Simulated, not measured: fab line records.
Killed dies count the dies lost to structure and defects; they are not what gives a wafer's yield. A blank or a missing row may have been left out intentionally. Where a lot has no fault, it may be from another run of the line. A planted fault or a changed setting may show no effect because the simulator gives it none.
fab line records :: flow n5_finfet :: part 2 of 2: steps 5 to 6 of 6
record:
  lots: 24
  wafers: 72
  last_day: 18
route steps=1938 shown BEOL_M8@1350 BEOL_M9@1434
lots untouched by any fault: they come from a run of this same line in which no faults occurred
start_h: start of the lot's first displayed wafer, in hours after the record's first day :: wait_h: hours elapsed since this lot's preceding step :: " same as the row above :: L1.1+2: several wafers, shown together as one row :: - no value, or no start was given :: * or withheld: withheld :: < > ~ a bound
route shown NAME@n: names a module that has steps shown in the file, with the first one's number in the route :: usual: the fault-free wafers' mean and standard deviation :: same: alike in all rows :: chamber/n: place in a boat :: sites: per-site readings :: _std_site: how widely they spread, as a standard deviation :: _edge_site: outer sites' mean less inner sites' :: radius_mm: for every site, how far away it sits from the centre of the wafer :: mask NAME#n: copy n :: behind: the most recent tool/chamber to have shaped the wafer :: hold: why the lot was held/for how many hours/how that ended :: device: transistor that didn't switch, given as n, p or np :: end of line: tests of these same wafers at the route's end :: a step given without rows: its recipe and nothing more :: killed: dies that structure and defects cost at the first sort, which is not the same as the wafer's yield :: map: a wafer's dies, x killed, . not, _ none there
set.NAME: the setting that was run; set.NAME@STEP: the one run at that earlier step :: model.NAME: the simulator's own value behind a step, which no gauge read
the route's steps for a sample of lots (tables are steps, rows are wafers)
services: a tool's chamber out of use, with start hour (start_h, from the record's first day; less than 0 if before it), hours out, and reason
== steps ==
step: N5_BEOL_M8_DEP_56
recipe:
  material: SiCN
  target_thk_a: 100
  temp_c: withheld
  precursor: 3MS/NH3
  pressure_torr: 3
  rf_w: 202
  time_s: 17.5
usual:
  chamber_pressure_Torr: 3.000/0.0068
  rf_fwd_power_W: 199.4/0.84
  showerhead_plenum_p_Torr: 3.662/0.011
  throttle_valve_pct: 9.2/0.61
lot.wafer: L074.1
tool: pecvd-04
chamber: 0
start_h: 205.55
wait_h: 0.0
chamber_pressure_Torr: 2.989
rf_fwd_power_W: 200.2
showerhead_plenum_p_Torr: 3.647
throttle_valve_pct: 9.8

lot.wafer: L074.5
tool: pecvd-04
chamber: 0
start_h: 205.55
wait_h: 0.0
chamber_pressure_Torr: 2.996
rf_fwd_power_W: 198.6
showerhead_plenum_p_Torr: 3.629
throttle_valve_pct: 9.7

lot.wafer: L074.6
tool: pecvd-04
chamber: 1
start_h: 205.55
wait_h: 0.0
chamber_pressure_Torr: 2.994
rf_fwd_power_W: 200.2
showerhead_plenum_p_Torr: 3.671
throttle_valve_pct: 8.9

lot.wafer: L075.3
tool: pecvd-02
chamber: 2
start_h: 213.46
wait_h: 0.0
chamber_pressure_Torr: 3.000
rf_fwd_power_W: 199.5
showerhead_plenum_p_Torr: 3.670
throttle_valve_pct: 8.3

lot.wafer: L075.4
tool: pecvd-02
chamber: 0
start_h: 213.46
wait_h: 0.0
chamber_pressure_Torr: 2.999
rf_fwd_power_W: 199.7
showerhead_plenum_p_Torr: 3.661
throttle_valve_pct: 9.7

lot.wafer: L075.6
tool: pecvd-02
chamber: 1
start_h: 213.46
wait_h: 0.0
chamber_pressure_Torr: 2.989
rf_fwd_power_W: 198.7
showerhead_plenum_p_Torr: 3.656
throttle_valve_pct: 9.5

lot.wafer: L076.1
tool: pecvd-03
chamber: 0
start_h: 222.78
wait_h: 0.0
chamber_pressure_Torr: 3.003
rf_fwd_power_W: 199.9
showerhead_plenum_p_Torr: 3.663
throttle_valve_pct: 9.5

lot.wafer: L076.3
tool: pecvd-03
chamber: 2
start_h: 222.78
wait_h: 0.0
chamber_pressure_Torr: 2.998
rf_fwd_power_W: 198.0
showerhead_plenum_p_Torr: 3.671
throttle_valve_pct: 9.0

lot.wafer: L076.5
tool: pecvd-03
chamber: 1
start_h: 222.78
wait_h: 0.0
chamber_pressure_Torr: 3.010
rf_fwd_power_W: 198.4
showerhead_plenum_p_Torr: 3.679
throttle_valve_pct: 9.2

lot.wafer: L077.1
tool: pecvd-03
chamber: 0
start_h: 226.32
wait_h: 0.0
chamber_pressure_Torr: 3.005
rf_fwd_power_W: 200.7
showerhead_plenum_p_Torr: 3.668
throttle_valve_pct: 9.1

lot.wafer: L077.4
tool: pecvd-03
chamber: 0
start_h: 226.32
wait_h: 0.0
chamber_pressure_Torr: 3.017
rf_fwd_power_W: 200.7
showerhead_plenum_p_Torr: 3.668
throttle_valve_pct: 9.3

lot.wafer: L077.5
tool: pecvd-03
chamber: 2
start_h: 226.32
wait_h: 0.0
chamber_pressure_Torr: 3.000
rf_fwd_power_W: 199.1
showerhead_plenum_p_Torr: 3.661
throttle_valve_pct: 8.9

lot.wafer: L078.1
tool: pecvd-04
chamber: 0
start_h: 226.33
wait_h: 0.0
chamber_pressure_Torr: 2.998
rf_fwd_power_W: 200.9
showerhead_plenum_p_Torr: 3.649
throttle_valve_pct: 9.9

lot.wafer: L078.3
tool: pecvd-04
chamber: 1
start_h: 226.33
wait_h: 0.0
chamber_pressure_Torr: 2.991
rf_fwd_power_W: 199.9
showerhead_plenum_p_Torr: 3.671
throttle_valve_pct: 9.2

lot.wafer: L078.5
tool: pecvd-04
chamber: 0
start_h: 226.33
wait_h: 0.0
chamber_pressure_Torr: 2.997
rf_fwd_power_W: 201.2
showerhead_plenum_p_Torr: 3.648
throttle_valve_pct: 10.2

lot.wafer: L079.2
tool: pecvd-03
chamber: 2
start_h: 244.68
wait_h: 0.0
chamber_pressure_Torr: 3.003
rf_fwd_power_W: 199.0
showerhead_plenum_p_Torr: 3.666
throttle_valve_pct: 9.1

lot.wafer: L079.3
tool: pecvd-03
chamber: 1
start_h: 244.68
wait_h: 0.0
chamber_pressure_Torr: 3.006
rf_fwd_power_W: 199.3
showerhead_plenum_p_Torr: 3.679
throttle_valve_pct: 9.3

lot.wafer: L079.6
tool: pecvd-03
chamber: 0
start_h: 244.68
wait_h: 0.0
chamber_pressure_Torr: 2.993
rf_fwd_power_W: 199.0
showerhead_plenum_p_Torr: 3.653
throttle_valve_pct: 9.1

lot.wafer: L080.3
tool: pecvd-04
chamber: 2
start_h: 248.39
wait_h: 0.0
chamber_pressure_Torr: 3.004
rf_fwd_power_W: 199.2
showerhead_plenum_p_Torr: 3.664
throttle_valve_pct: 8.1

lot.wafer: L080.5
tool: pecvd-04
chamber: 1
start_h: 248.39
wait_h: 0.0
chamber_pressure_Torr: 3.007
rf_fwd_power_W: 199.6
showerhead_plenum_p_Torr: 3.655
throttle_valve_pct: 9.2

lot.wafer: L080.6
tool: pecvd-04
chamber: 2
start_h: 248.39
wait_h: 0.0
chamber_pressure_Torr: 3.002
rf_fwd_power_W: 198.0
showerhead_plenum_p_Torr: 3.654
throttle_valve_pct: 7.9

lot.wafer: L081.1
tool: pecvd-02
chamber: 2
start_h: 256.20
wait_h: 0.0
chamber_pressure_Torr: 2.998
rf_fwd_power_W: 198.8
showerhead_plenum_p_Torr: 3.667
throttle_valve_pct: 8.5

lot.wafer: L081.3
tool: pecvd-02
chamber: 0
start_h: 256.20
wait_h: 0.0
chamber_pressure_Torr: 3.006
rf_fwd_power_W: 199.2
showerhead_plenum_p_Torr: 3.650
throttle_valve_pct: 9.4

lot.wafer: L081.6
tool: pecvd-02
chamber: 1
start_h: 256.20
wait_h: 0.0
chamber_pressure_Torr: 3.004
rf_fwd_power_W: 198.5
showerhead_plenum_p_Torr: 3.662
throttle_valve_pct: 9.5

lot.wafer: L083.1
tool: pecvd-03
chamber: 0
start_h: 259.52
wait_h: 0.0
chamber_pressure_Torr: 3.008
rf_fwd_power_W: 200.3
showerhead_plenum_p_Torr: 3.665
throttle_valve_pct: 9.1

lot.wafer: L083.2
tool: pecvd-03
chamber: 2
start_h: 259.52
wait_h: 0.0
chamber_pressure_Torr: 3.011
rf_fwd_power_W: 198.1
showerhead_plenum_p_Torr: 3.651
throttle_valve_pct: 9.2

lot.wafer: L083.3
tool: pecvd-03
chamber: 1
start_h: 259.52
wait_h: 0.0
chamber_pressure_Torr: 2.995
rf_fwd_power_W: 198.7
showerhead_plenum_p_Torr: 3.676
throttle_valve_pct: 9.1

lot.wafer: L082.1
tool: pecvd-03
chamber: 1
start_h: 280.32
wait_h: 0.0
chamber_pressure_Torr: 3.000
rf_fwd_power_W: 197.9
showerhead_plenum_p_Torr: 3.684
throttle_valve_pct: 9.2

lot.wafer: L082.4
tool: pecvd-03
chamber: 1
start_h: 280.32
wait_h: 0.0
chamber_pressure_Torr: 2.995
rf_fwd_power_W: 197.6
showerhead_plenum_p_Torr: 3.684
throttle_valve_pct: 9.3

lot.wafer: L082.5
tool: pecvd-03
chamber: 0
start_h: 280.32
wait_h: 0.0
chamber_pressure_Torr: 3.005
rf_fwd_power_W: 201.1
showerhead_plenum_p_Torr: 3.668
throttle_valve_pct: 9.4

lot.wafer: L085.1
tool: pecvd-04
chamber: 1
start_h: 288.75
wait_h: 0.0
chamber_pressure_Torr: 3.000
rf_fwd_power_W: 199.0
showerhead_plenum_p_Torr: 3.667
throttle_valve_pct: 9.1

lot.wafer: L085.3
tool: pecvd-04
chamber: 0
start_h: 288.75
wait_h: 0.0
chamber_pressure_Torr: 2.999
rf_fwd_power_W: 200.5
showerhead_plenum_p_Torr: 3.656
throttle_valve_pct: 9.7

lot.wafer: L085.6
tool: pecvd-04
chamber: 2
start_h: 288.75
wait_h: 0.0
chamber_pressure_Torr: 3.012
rf_fwd_power_W: 198.4
showerhead_plenum_p_Torr: 3.670
throttle_valve_pct: 7.8

lot.wafer: L088.3
tool: pecvd-04
chamber: 1
start_h: 296.56
wait_h: 0.0
chamber_pressure_Torr: 2.989
rf_fwd_power_W: 199.1
showerhead_plenum_p_Torr: 3.654
throttle_valve_pct: 9.2

lot.wafer: L088.4
tool: pecvd-04
chamber: 1
start_h: 296.56
wait_h: 0.0
chamber_pressure_Torr: 2.985
rf_fwd_power_W: 199.9
showerhead_plenum_p_Torr: 3.665
throttle_valve_pct: 9.1

lot.wafer: L088.5
tool: pecvd-04
chamber: 2
start_h: 296.56
wait_h: 0.0
chamber_pressure_Torr: 3.020
rf_fwd_power_W: 199.8
showerhead_plenum_p_Torr: 3.665
throttle_valve_pct: 7.9

lot.wafer: L086.1
tool: pecvd-03
chamber: 1
start_h: 296.83
wait_h: 0.0
chamber_pressure_Torr: 2.998
rf_fwd_power_W: 198.1
showerhead_plenum_p_Torr: 3.689
throttle_valve_pct: 9.4

lot.wafer: L086.3
tool: pecvd-03
chamber: 2
start_h: 296.83
wait_h: 0.0
chamber_pressure_Torr: 3.000
rf_fwd_power_W: 199.4
showerhead_plenum_p_Torr: 3.664
throttle_valve_pct: 9.3

lot.wafer: L086.4
tool: pecvd-03
chamber: 0
start_h: 296.83
wait_h: 0.0
chamber_pressure_Torr: 2.993
rf_fwd_power_W: 200.5
showerhead_plenum_p_Torr: 3.653
throttle_valve_pct: 9.3

lot.wafer: L089.2
tool: pecvd-04
chamber: 1
start_h: 298.87
wait_h: 0.0
chamber_pressure_Torr: 2.995
rf_fwd_power_W: 199.0
showerhead_plenum_p_Torr: 3.665
throttle_valve_pct: 9.3

lot.wafer: L089.3
tool: pecvd-04
chamber: 0
start_h: 298.87
wait_h: 0.0
chamber_pressure_Torr: 2.999
rf_fwd_power_W: 200.4
showerhead_plenum_p_Torr: 3.650
throttle_valve_pct: 10.0

lot.wafer: L089.5
tool: pecvd-04
chamber: 2
start_h: 298.87
wait_h: 0.0
chamber_pressure_Torr: 3.002
rf_fwd_power_W: 200.0
showerhead_plenum_p_Torr: 3.666
throttle_valve_pct: 7.9

lot.wafer: L087.1
tool: pecvd-04
chamber: 2
start_h: 299.10
wait_h: 0.0
chamber_pressure_Torr: 2.995
rf_fwd_power_W: 199.0
showerhead_plenum_p_Torr: 3.663
throttle_valve_pct: 7.9

lot.wafer: L087.2
tool: pecvd-04
chamber: 1
start_h: 299.10
wait_h: 0.0
chamber_pressure_Torr: 2.995
rf_fwd_power_W: 200.2
showerhead_plenum_p_Torr: 3.661
throttle_valve_pct: 9.1

lot.wafer: L087.5
tool: pecvd-04
chamber: 1
start_h: 299.10
wait_h: 0.0
chamber_pressure_Torr: 2.993
rf_fwd_power_W: 199.5
showerhead_plenum_p_Torr: 3.676
throttle_valve_pct: 9.4

lot.wafer: L084.2
tool: pecvd-04
chamber: 1
start_h: 299.61
wait_h: 0.0
chamber_pressure_Torr: 2.994
rf_fwd_power_W: 199.3
showerhead_plenum_p_Torr: 3.667
throttle_valve_pct: 9.4

lot.wafer: L084.4
tool: pecvd-04
chamber: 1
start_h: 299.61
wait_h: 0.0
chamber_pressure_Torr: 2.990
rf_fwd_power_W: 199.8
showerhead_plenum_p_Torr: 3.664
throttle_valve_pct: 9.2

lot.wafer: L084.5
tool: pecvd-04
chamber: 2
start_h: 299.61
wait_h: 0.0
chamber_pressure_Torr: 3.002
rf_fwd_power_W: 198.5
showerhead_plenum_p_Torr: 3.667
throttle_valve_pct: 8.0

lot.wafer: L090.2
tool: pecvd-02
chamber: 1
start_h: 300.09
wait_h: 0.0
chamber_pressure_Torr: 2.988
rf_fwd_power_W: 198.8
showerhead_plenum_p_Torr: 3.651
throttle_valve_pct: 9.5

lot.wafer: L090.5
tool: pecvd-02
chamber: 0
start_h: 300.09
wait_h: 0.0
chamber_pressure_Torr: 3.001
rf_fwd_power_W: 200.2
showerhead_plenum_p_Torr: 3.666
throttle_valve_pct: 9.5

lot.wafer: L090.6
tool: pecvd-02
chamber: 1
start_h: 300.09
wait_h: 0.0
chamber_pressure_Torr: 2.992
rf_fwd_power_W: 198.0
showerhead_plenum_p_Torr: 3.661
throttle_valve_pct: 9.6

lot.wafer: L092.1
tool: pecvd-04
chamber: 1
start_h: 328.35
wait_h: 0.0
chamber_pressure_Torr: 3.010
rf_fwd_power_W: 200.7
showerhead_plenum_p_Torr: 3.670
throttle_valve_pct: 9.2

lot.wafer: L092.2
tool: pecvd-04
chamber: 0
start_h: 328.35
wait_h: 0.0
chamber_pressure_Torr: 2.998
rf_fwd_power_W: 199.2
showerhead_plenum_p_Torr: 3.644
throttle_valve_pct: 10.2

lot.wafer: L092.5
tool: pecvd-04
chamber: 1
start_h: 328.35
wait_h: 0.0
chamber_pressure_Torr: 2.995
rf_fwd_power_W: 199.3
showerhead_plenum_p_Torr: 3.662
throttle_valve_pct: 9.1

lot.wafer: L091.2
tool: pecvd-02
chamber: 0
start_h: 328.89
wait_h: 0.0
chamber_pressure_Torr: 3.013
rf_fwd_power_W: 199.6
showerhead_plenum_p_Torr: 3.654
throttle_valve_pct: 9.9

lot.wafer: L091.5
tool: pecvd-02
chamber: 2
start_h: 328.89
wait_h: 0.0
chamber_pressure_Torr: 2.995
rf_fwd_power_W: 199.0
showerhead_plenum_p_Torr: 3.665
throttle_valve_pct: 8.8

lot.wafer: L091.6
tool: pecvd-02
chamber: 0
start_h: 328.89
wait_h: 0.0
chamber_pressure_Torr: 2.999
rf_fwd_power_W: 199.2
showerhead_plenum_p_Torr: 3.650
throttle_valve_pct: 9.6

lot.wafer: L093.3
tool: pecvd-02
chamber: 2
start_h: 335.04
wait_h: 0.0
chamber_pressure_Torr: 3.006
rf_fwd_power_W: 198.9
showerhead_plenum_p_Torr: 3.671
throttle_valve_pct: 8.3

lot.wafer: L093.4
tool: pecvd-02
chamber: 1
start_h: 335.04
wait_h: 0.0
chamber_pressure_Torr: 3.017
rf_fwd_power_W: 197.8
showerhead_plenum_p_Torr: 3.658
throttle_valve_pct: 9.7

lot.wafer: L093.6
tool: pecvd-02
chamber: 0
start_h: 335.04
wait_h: 0.0
chamber_pressure_Torr: 2.998
rf_fwd_power_W: 200.7
showerhead_plenum_p_Torr: 3.658
throttle_valve_pct: 9.7

lot.wafer: L094.3
tool: pecvd-04
chamber: 0
start_h: 350.82
wait_h: 0.0
chamber_pressure_Torr: 3.001
rf_fwd_power_W: 200.9
showerhead_plenum_p_Torr: 3.655
throttle_valve_pct: 10.4

lot.wafer: L094.4
tool: pecvd-04
chamber: 0
start_h: 350.82
wait_h: 0.0
chamber_pressure_Torr: 2.999
rf_fwd_power_W: 199.7
showerhead_plenum_p_Torr: 3.646
throttle_valve_pct: 10.0

lot.wafer: L094.5
tool: pecvd-04
chamber: 1
start_h: 350.82
wait_h: 0.0
chamber_pressure_Torr: 2.986
rf_fwd_power_W: 200.2
showerhead_plenum_p_Torr: 3.672
throttle_valve_pct: 9.1

lot.wafer: L095.1
tool: pecvd-03
chamber: 0
start_h: 351.10
wait_h: 0.0
chamber_pressure_Torr: 2.990
rf_fwd_power_W: 199.5
showerhead_plenum_p_Torr: 3.658
throttle_valve_pct: 9.3

lot.wafer: L095.4
tool: pecvd-03
chamber: 2
start_h: 351.10
wait_h: 0.0
chamber_pressure_Torr: 3.005
rf_fwd_power_W: 199.4
showerhead_plenum_p_Torr: 3.657
throttle_valve_pct: 9.5

lot.wafer: L095.6
tool: pecvd-03
chamber: 0
start_h: 351.10
wait_h: 0.0
chamber_pressure_Torr: 2.992
rf_fwd_power_W: 199.5
showerhead_plenum_p_Torr: 3.661
throttle_valve_pct: 9.3

lot.wafer: L096.2
tool: pecvd-02
chamber: 0
start_h: 354.53
wait_h: 0.0
chamber_pressure_Torr: 3.002
rf_fwd_power_W: 199.2
showerhead_plenum_p_Torr: 3.659
throttle_valve_pct: 9.6

lot.wafer: L096.3
tool: pecvd-02
chamber: 1
start_h: 354.53
wait_h: 0.0
chamber_pressure_Torr: 2.991
rf_fwd_power_W: 198.5
showerhead_plenum_p_Torr: 3.645
throttle_valve_pct: 9.6

lot.wafer: L096.4
tool: pecvd-02
chamber: 1
start_h: 354.53
wait_h: 0.0
chamber_pressure_Torr: 2.996
rf_fwd_power_W: 198.9
showerhead_plenum_p_Torr: 3.662
throttle_valve_pct: 9.5

lot.wafer: L097.1
tool: pecvd-04
chamber: 0
start_h: 357.57
wait_h: 0.0
chamber_pressure_Torr: 2.989
rf_fwd_power_W: 200.1
showerhead_plenum_p_Torr: 3.650
throttle_valve_pct: 10.2

lot.wafer: L097.3
tool: pecvd-04
chamber: 2
start_h: 357.57
wait_h: 0.0
chamber_pressure_Torr: 3.003
rf_fwd_power_W: 198.9
showerhead_plenum_p_Torr: 3.659
throttle_valve_pct: 8.0

lot.wafer: L097.6
tool: pecvd-04
chamber: 2
start_h: 357.57
wait_h: 0.0
chamber_pressure_Torr: 3.004
rf_fwd_power_W: 198.5
showerhead_plenum_p_Torr: 3.651
throttle_valve_pct: 8.0
step: N5_BEOL_M9_CD_MEAS_28
recipe:
  target_cd_nm: 70
  landing_energy_ev: 500
  detector: se_inlens
  polarity: opening
usual:
  cd_nm: 69.9/0.37
lot.wafer: L074.1
tool: cd_sem-02
chamber: 0
start_h: 210.40
wait_h: -
cd_nm: 70.4

lot.wafer: L074.5
tool: cd_sem-02
chamber: 0
start_h: 210.40
wait_h: -
cd_nm: 70.6

lot.wafer: L074.6
tool: cd_sem-02
chamber: 0
start_h: 210.40
wait_h: -
cd_nm: 70.4

lot.wafer: L075.3
tool: cd_sem-01
chamber: 0
start_h: 218.95
wait_h: -
cd_nm: 70.3

lot.wafer: L075.4
tool: cd_sem-01
chamber: 0
start_h: 218.95
wait_h: -
cd_nm: 69.9

lot.wafer: L075.6
tool: cd_sem-01
chamber: 0
start_h: 218.95
wait_h: -
cd_nm: 70.0

lot.wafer: L076.1
tool: cd_sem-01
chamber: 0
start_h: 227.12
wait_h: -
cd_nm: 70.2

lot.wafer: L076.3
tool: cd_sem-01
chamber: 0
start_h: 227.12
wait_h: -
cd_nm: 69.8

lot.wafer: L076.5
tool: cd_sem-01
chamber: 0
start_h: 227.12
wait_h: -
cd_nm: 70.4

lot.wafer: L077.1
tool: cd_sem-03
chamber: 0
start_h: 229.71
wait_h: -
cd_nm: 70.1

lot.wafer: L077.4
tool: cd_sem-03
chamber: 0
start_h: 229.71
wait_h: -
cd_nm: 70.4

lot.wafer: L077.5
tool: cd_sem-03
chamber: 0
start_h: 229.71
wait_h: -
cd_nm: 70.4

lot.wafer: L078.1
tool: cd_sem-01
chamber: 0
start_h: 229.88
wait_h: -
cd_nm: 70.4

lot.wafer: L078.3
tool: cd_sem-01
chamber: 0
start_h: 229.88
wait_h: -
cd_nm: 70.1

lot.wafer: L078.5
tool: cd_sem-01
chamber: 0
start_h: 229.88
wait_h: -
cd_nm: 69.9

lot.wafer: L079.2
tool: cd_sem-03
chamber: 0
start_h: 250.54
wait_h: -
cd_nm: 69.9

lot.wafer: L079.3
tool: cd_sem-03
chamber: 0
start_h: 250.54
wait_h: -
cd_nm: 70.3

lot.wafer: L079.6
tool: cd_sem-03
chamber: 0
start_h: 250.54
wait_h: -
cd_nm: 70.2

lot.wafer: L080.3
tool: cd_sem-03
chamber: 0
start_h: 252.45
wait_h: -
cd_nm: 70.2

lot.wafer: L080.5
tool: cd_sem-03
chamber: 0
start_h: 252.45
wait_h: -
cd_nm: 69.8

lot.wafer: L080.6
tool: cd_sem-03
chamber: 0
start_h: 252.45
wait_h: -
cd_nm: 69.6

lot.wafer: L081.1
tool: cd_sem-03
chamber: 0
start_h: 262.96
wait_h: -
cd_nm: 69.1

lot.wafer: L081.3
tool: cd_sem-03
chamber: 0
start_h: 262.96
wait_h: -
cd_nm: 69.5

lot.wafer: L081.6
tool: cd_sem-03
chamber: 0
start_h: 262.96
wait_h: -
cd_nm: 69.6

lot.wafer: L083.1
tool: cd_sem-01
chamber: 0
start_h: 265.84
wait_h: -
cd_nm: 70.4

lot.wafer: L083.2
tool: cd_sem-01
chamber: 0
start_h: 265.84
wait_h: -
cd_nm: 69.9

lot.wafer: L083.3
tool: cd_sem-01
chamber: 0
start_h: 265.84
wait_h: -
cd_nm: 70.4

lot.wafer: L082.1
tool: cd_sem-03
chamber: 0
start_h: 282.86
wait_h: -
cd_nm: 69.8

lot.wafer: L082.4
tool: cd_sem-03
chamber: 0
start_h: 282.86
wait_h: -
cd_nm: 70.3

lot.wafer: L082.5
tool: cd_sem-03
chamber: 0
start_h: 282.86
wait_h: -
cd_nm: 69.9

lot.wafer: L085.1
tool: cd_sem-02
chamber: 0
start_h: 293.55
wait_h: -
cd_nm: 70.0

lot.wafer: L085.3
tool: cd_sem-02
chamber: 0
start_h: 293.55
wait_h: -
cd_nm: 69.9

lot.wafer: L085.6
tool: cd_sem-02
chamber: 0
start_h: 293.55
wait_h: -
cd_nm: 70.3

lot.wafer: L088.3
tool: cd_sem-01
chamber: 0
start_h: 299.79
wait_h: -
cd_nm: 70.4

lot.wafer: L088.4
tool: cd_sem-01
chamber: 0
start_h: 299.79
wait_h: -
cd_nm: 70.4

lot.wafer: L088.5
tool: cd_sem-01
chamber: 0
start_h: 299.79
wait_h: -
cd_nm: 70.0

lot.wafer: L086.1
tool: cd_sem-03
chamber: 0
start_h: 299.95
wait_h: -
cd_nm: 70.2

lot.wafer: L086.3
tool: cd_sem-03
chamber: 0
start_h: 299.95
wait_h: -
cd_nm: 70.5

lot.wafer: L086.4
tool: cd_sem-03
chamber: 0
start_h: 299.95
wait_h: -
cd_nm: 70.2

lot.wafer: L087.1
tool: cd_sem-03
chamber: 0
start_h: 301.93
wait_h: -
cd_nm: 69.7

lot.wafer: L087.2
tool: cd_sem-03
chamber: 0
start_h: 301.93
wait_h: -
cd_nm: 70.1

lot.wafer: L087.5
tool: cd_sem-03
chamber: 0
start_h: 301.93
wait_h: -
cd_nm: 70.1

lot.wafer: L089.2
tool: cd_sem-03
chamber: 0
start_h: 302.10
wait_h: -
cd_nm: 70.1

lot.wafer: L089.3
tool: cd_sem-03
chamber: 0
start_h: 302.10
wait_h: -
cd_nm: 70.1

lot.wafer: L089.5
tool: cd_sem-03
chamber: 0
start_h: 302.10
wait_h: -
cd_nm: 69.9

lot.wafer: L084.2
tool: cd_sem-01
chamber: 0
start_h: 302.26
wait_h: -
cd_nm: 69.7

lot.wafer: L084.4
tool: cd_sem-01
chamber: 0
start_h: 302.26
wait_h: -
cd_nm: 69.6

lot.wafer: L084.5
tool: cd_sem-01
chamber: 0
start_h: 302.26
wait_h: -
cd_nm: 70.0

lot.wafer: L090.2
tool: cd_sem-02
chamber: 0
start_h: 302.43
wait_h: -
cd_nm: 69.5

lot.wafer: L090.5
tool: cd_sem-02
chamber: 0
start_h: 302.43
wait_h: -
cd_nm: 69.5

lot.wafer: L090.6
tool: cd_sem-02
chamber: 0
start_h: 302.43
wait_h: -
cd_nm: 69.4

lot.wafer: L092.1
tool: cd_sem-03
chamber: 0
start_h: 331.26
wait_h: -
cd_nm: 69.9

lot.wafer: L092.2
tool: cd_sem-03
chamber: 0
start_h: 331.26
wait_h: -
cd_nm: 69.8

lot.wafer: L092.5
tool: cd_sem-03
chamber: 0
start_h: 331.26
wait_h: -
cd_nm: 69.7

lot.wafer: L091.2
tool: cd_sem-01
chamber: 0
start_h: 333.82
wait_h: -
cd_nm: 69.4

lot.wafer: L091.5
tool: cd_sem-01
chamber: 0
start_h: 333.82
wait_h: -
cd_nm: 69.4

lot.wafer: L091.6
tool: cd_sem-01
chamber: 0
start_h: 333.82
wait_h: -
cd_nm: 69.4

lot.wafer: L093.3
tool: cd_sem-02
chamber: 0
start_h: 342.81
wait_h: -
cd_nm: 70.4

lot.wafer: L093.4
tool: cd_sem-02
chamber: 0
start_h: 342.81
wait_h: -
cd_nm: 70.5

lot.wafer: L093.6
tool: cd_sem-02
chamber: 0
start_h: 342.81
wait_h: -
cd_nm: 70.6

lot.wafer: L094.3
tool: cd_sem-01
chamber: 0
start_h: 353.75
wait_h: -
cd_nm: 69.5

lot.wafer: L094.4
tool: cd_sem-01
chamber: 0
start_h: 353.75
wait_h: -
cd_nm: 69.9

lot.wafer: L094.5
tool: cd_sem-01
chamber: 0
start_h: 353.75
wait_h: -
cd_nm: 69.6

lot.wafer: L095.1
tool: cd_sem-01
chamber: 0
start_h: 354.23
wait_h: -
cd_nm: 69.5

lot.wafer: L095.4
tool: cd_sem-01
chamber: 0
start_h: 354.23
wait_h: -
cd_nm: 69.6

lot.wafer: L095.6
tool: cd_sem-01
chamber: 0
start_h: 354.23
wait_h: -
cd_nm: 69.7

lot.wafer: L096.2
tool: cd_sem-01
chamber: 0
start_h: 362.56
wait_h: -
cd_nm: 69.7

lot.wafer: L096.3
tool: cd_sem-01
chamber: 0
start_h: 362.56
wait_h: -
cd_nm: 69.2

lot.wafer: L096.4
tool: cd_sem-01
chamber: 0
start_h: 362.56
wait_h: -
cd_nm: 69.2

lot.wafer: L097.1
tool: cd_sem-01
chamber: 0
start_h: 365.30
wait_h: -
cd_nm: 70.1

lot.wafer: L097.3
tool: cd_sem-01
chamber: 0
start_h: 365.30
wait_h: -
cd_nm: 70.2

lot.wafer: L097.6
tool: cd_sem-01
chamber: 0
start_h: 365.30
wait_h: -
cd_nm: 70.2
== services ==
tool: pecvd-02
chamber: 0
start_h: 182.67
hours: 2.3
kind: repair

tool: pecvd-02
chamber: -
start_h: 184.08
hours: 0.6
kind: repair

tool: pecvd-03
chamber: -
start_h: 209.60
hours: 1.2
kind: repair

tool: rie_diel-01
chamber: 3
start_h: 233.35
hours: 4.4
kind: repair

tool: pecvd-03
chamber: 2
start_h: 237.88
hours: 5.4
kind: repair

tool: rie_diel-05
chamber: 2
start_h: 248.24
hours: 5.7
kind: repair

tool: rtp_anneal-01
chamber: -
start_h: 250.65
hours: 1.2
kind: pm

tool: rie_diel-01
chamber: 1
start_h: 255.78
hours: -
kind: clean

tool: rie_diel-01
chamber: 1
start_h: 255.78
hours: -
kind: consumable_replace:focus_ring

tool: rie_diel-01
chamber: 1
start_h: 255.78
hours: 26.3
kind: scheduled_down

tool: rie_diel-01
chamber: 1
start_h: 255.78
hours: 26.3
kind: vent_cycle

tool: rie_diel-03
chamber: 1
start_h: 260.43
hours: 9.6
kind: repair

tool: rie_diel-03
chamber: 3
start_h: 273.20
hours: 6.0
kind: repair

tool: rie_diel-05
chamber: -
start_h: 280.28
hours: 28.1
kind: pm

tool: pecvd-04
chamber: 1
start_h: 302.38
hours: 10.1
kind: repair

tool: pecvd-03
chamber: 2
start_h: 309.52
hours: 7.6
kind: repair

tool: rie_diel-03
chamber: 1
start_h: 316.51
hours: 4.1
kind: repair

tool: pvd_sputter-03
chamber: -
start_h: 316.53
hours: 4.6
kind: repair

tool: rie_diel-03
chamber: 2
start_h: 343.20
hours: 4.2
kind: repair

tool: rie_diel-03
chamber: 0
start_h: 353.85
hours: -
kind: clean

tool: rie_diel-03
chamber: 0
start_h: 353.85
hours: -
kind: consumable_replace:focus_ring

tool: rie_diel-03
chamber: 0
start_h: 353.85
hours: -
kind: consumable_replace:showerhead

tool: rie_diel-03
chamber: 0
start_h: 353.85
hours: 22.0
kind: scheduled_down

tool: rie_diel-03
chamber: 0
start_h: 353.85
hours: 22.0
kind: vent_cycle
